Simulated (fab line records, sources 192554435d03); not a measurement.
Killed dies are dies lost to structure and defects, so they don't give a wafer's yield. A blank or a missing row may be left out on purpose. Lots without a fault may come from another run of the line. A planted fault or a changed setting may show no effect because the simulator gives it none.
Split-lot experiment | flow n5_finfet | 7 lots, 21 wafers read, on a route of 1938 steps

THE SPLIT
At N5_BEOL_M13_EXPOSE_25 (exposes mask M13, target cd 210 nm), the setting dose_mj was moved away from the recipe's 22 on 7 of the 21 wafers read, by -7.3% to +2.9%. The other wafers ran this setting at the recipe's value.

FROM THE SPLIT TO THE READING: what the file shows between them, 2 steps
- N5_BEOL_M13_DEVELOP_27: develop time 45 s (also split here: develop_time_s)
- N5_BEOL_M13_HARDBAKE_32: time 120 s

THE READING
cd_nm, in nm, at N5_BEOL_M13_CD_MEAS_28 (target cd 209.5 nm). Fault-free wafers of this fab line usually give 209.8 nm, standard deviation 1.5 nm.

wafer  | tool, chamber at the split | dose_mj as run | against the recipe | cd_nm, nm | against lot-mates on the recipe
L079.1 | krf_scanner-02, 0          | 22             | recipe             | 210.9     | -
L079.2 | krf_scanner-02, 0          | 20.4           | -7.3%              | 203.3     | -7.6
L079.5 | krf_scanner-02, 0          | 22             | recipe             | 210.8     | -
L088.2 | krf_scanner-02, 0          | 22             | recipe             | 208.7     | -
L088.4 | krf_scanner-02, 0          | 22             | recipe             | 210.1     | -
L088.6 | krf_scanner-02, 0          | 22             | recipe             | 208.5     | -
L094.1 | krf_scanner-02, 0          | 21.15          | -3.9%              | 206.9     | -2.3
L094.4 | krf_scanner-02, 0          | 21.15          | -3.9%              | 206.0     | -3.2
L094.6 | krf_scanner-02, 0          | 22             | recipe             | 209.2     | -
L090.1 | krf_scanner-01, 0          | 22             | recipe             | 209.5     | -
L090.3 | krf_scanner-01, 0          | 22             | recipe             | 209.8     | -
L090.5 | krf_scanner-01, 0          | 22             | recipe             | 209.5     | -
L096.1 | krf_scanner-02, 0          | 22.63          | +2.9%              | 213.7     | +3.6
L096.3 | krf_scanner-02, 0          | 22.63          | +2.9%              | 214.2     | +4.1
L096.6 | krf_scanner-02, 0          | 22             | recipe             | 210.1     | -
L092.1 | krf_scanner-02, 0          | 22             | recipe             | 211.4     | -
L092.2 | krf_scanner-02, 0          | 21.58          | -1.9%              | 211.3     | -0.1
L092.3 | krf_scanner-02, 0          | 21.58          | -1.9%              | 206.9     | -4.5
L095.1 | krf_scanner-02, 0          | 22             | recipe             | 207.7     | -
L095.2 | krf_scanner-02, 0          | 22             | recipe             | 207.2     | -
L095.6 | krf_scanner-02, 0          | 22             | recipe             | 208.2     | -

THE FIT
A straight line over all 21 wafers: cd_nm changes by +0.938 nm for each +1% of dose_mj; r = +0.83; the points scatter about the line by 1.4 nm.
The same after taking each lot's own level away (the mean of its wafers on the recipe; 21 wafers): +1.03 nm for each +1%; r = +0.93; scatter 0.93 nm.
On that fit, the largest move of dose_mj shifts the reading by 7.5 nm.
The lots' own levels span 207.70 to 211.40 nm, that is 2.5 times the standard deviation above.
So the lot-to-lot level changes the slope little: the two slopes agree.
Check: with one of the wafers moved furthest among these (-7.3%) left out of the fit, the line predicts -7.04 nm for it against its lot-mates. It came out at -7.55 nm against them.

OTHER SPLITS ON THESE WAFERS
These wafers also went through other splits before the reading. Each is held against what the fit with the lots' levels taken away leaves over:
other split on the same wafers        | wafers away from the commonest value | r with cd_nm (lot level and that fit taken away)
N5_BEOL_M12_ILD_DEP_00 time_s         | 7                                    | +0.11
N5_BEOL_M13_COAT_58 spin_rpm          | 9                                    | +0.14
N5_BEOL_M13_EXPOSE_07 dose_mj         | 3                                    | -0.15
N5_BEOL_M13_DEVELOP_27 develop_time_s | 8                                    | +0.29

THE WHOLE CHAIN: every reading that the file lists as answering this split, in the file's order
step                   | what it does             | reading                                                         | change (the file's fit)              | r (the file's)
N5_BEOL_M13_CD_MEAS_28 | target cd 209.5 nm       | cd_nm                                                           | +1.02 nm for each +1% of the setting | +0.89
N5_BEOL_M13_DESCUM_33  | chemistry O2, time 7.9 s | BEOL_M13.cd_nm (the simulator's own value, which no gauge read) | +1.07 nm for each +1% of the setting | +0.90

THE FILE'S OWN FIT
cd_nm changes by +1.02 nm for each +1% of dose_mj, r = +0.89.
